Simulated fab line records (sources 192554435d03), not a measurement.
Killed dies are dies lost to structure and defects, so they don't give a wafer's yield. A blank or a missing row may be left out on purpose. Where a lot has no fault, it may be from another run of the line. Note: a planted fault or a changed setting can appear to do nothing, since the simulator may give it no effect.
Lot-split experiment | flow n5Finfet | 21 wafers read from 7 lots, route of 1938 steps

## SPLIT DETAILS
At N5_MOL_CONTACT_COAG_VIA_ETCH_117 (etches SiO2 in C4F6/O2, target depth 40 nm, overetch 8 nm, time 26 s), the setting biasW was moved away from the recipe's 455 W on 8 of the 21 wafers read, by -10.2% to +17.7%. This setting was run at the recipe's value on the other wafers.

The reading is taken at the split's own step.

## THE READING
rfVppV, in V, at N5_MOL_CONTACT_COAG_VIA_ETCH_117 (etches SiO2 in C4F6/O2, target depth 40 nm, overetch 8 nm, time 26 s). Fault-free wafers of this fab line usually give 1603 V, standard deviation 26 V.

wafer  | tool, chamber at the split | biasW as run, W | against the recipe | rfVppV, V | against lot-mates on the recipe
L074.2 | rieDiel-03, 2              | 477.2           | +4.9%              | 1716      | +87
L074.5 | rieDiel-03, 3              | 477.2           | +4.9%              | 1631      | +2
L074.6 | rieDiel-03, 0              | 455             | recipe             | 1629      | -
L079.1 | rieDiel-04, 1              | 455             | recipe             | 1628      | -
L079.2 | rieDiel-04, 3              | 412.2           | -9.4%              | 1476      | -131
L079.6 | rieDiel-04, 2              | 455             | recipe             | 1586      | -
L080.1 | rieDiel-04, 1              | 455             | recipe             | 1626      | -
L080.4 | rieDiel-04, 1              | 455             | recipe             | 1627      | -
L080.5 | rieDiel-04, 0              | 455             | recipe             | 1609      | -
L084.1 | rieDiel-02, 1              | 535.7           | +17.7%             | 1788      | +221
L084.3 | rieDiel-02, 2              | 455             | recipe             | 1567      | -
L084.6 | rieDiel-02, 1              | 535.7           | +17.7%             | 1788      | +221
L087.4 | rieDiel-02, 3              | 455             | recipe             | 1622      | -
L087.5 | rieDiel-02, 0              | 408.6           | -10.2%             | 1461      | -134
L087.6 | rieDiel-02, 2              | 455             | recipe             | 1569      | -
L088.2 | rieDiel-04, 1              | 455             | recipe             | 1627      | -
L088.4 | rieDiel-04, 2              | 455             | recipe             | 1586      | -
L088.5 | rieDiel-04, 1              | 455             | recipe             | 1628      | -
L091.1 | rieDiel-02, 0              | 479.1           | +5.3%              | 1645      | +26
L091.2 | rieDiel-02, 1              | 479.1           | +5.3%              | 1646      | +27
L091.4 | rieDiel-02, 3              | 455             | recipe             | 1619      | -

FIT RESULTS
A straight line over all 21 wafers: rfVppV changes by +11.2 V for each +1% of biasW; r = +0.94; the points scatter about the line by 27 V.
The same after taking each lot's own level away (the mean of its wafers on the recipe; 21 wafers): +12.3 V for each +1%; r = +0.96; scatter 23 V.
That fit puts the effect of the largest move of biasW on the reading at 2.2e+02 V.
Across the lots, their own levels run from 1567.0 to 1629.0 V, a range of 2.4 times the standard deviation given above.
So the lot-to-lot level changes the slope little: the two slopes agree.
Check: for one of the wafers moved furthest among these (+17.7%), held out of the fit, the line's prediction against its lot-mates is +207 V. Against them it came out at +221 V.
Tool readings at the split's step, against how far the setting was moved: rfVppV r = +0.94.

## OTHER SPLITS APPLIED TO THESE WAFERS
Note: prior to the reading, these wafers also went through further splits. Each is held against what the fit with the lots' levels taken away leaves over:
other split on the same wafers        | wafers away from the commonest value | r with rfVppV (lot level and that fit taken away)
N5_MOL_CONTACT_COAG_PECVD_31 tempC    | 10                                   | +0.04
N5_MOL_CONTACT_COAG_ALD_133 aldCycles | 8                                    | +0.03

## FILE'S OWN FIT
rfVppV changes by +12.3 V for each +1% of biasW, r = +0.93.
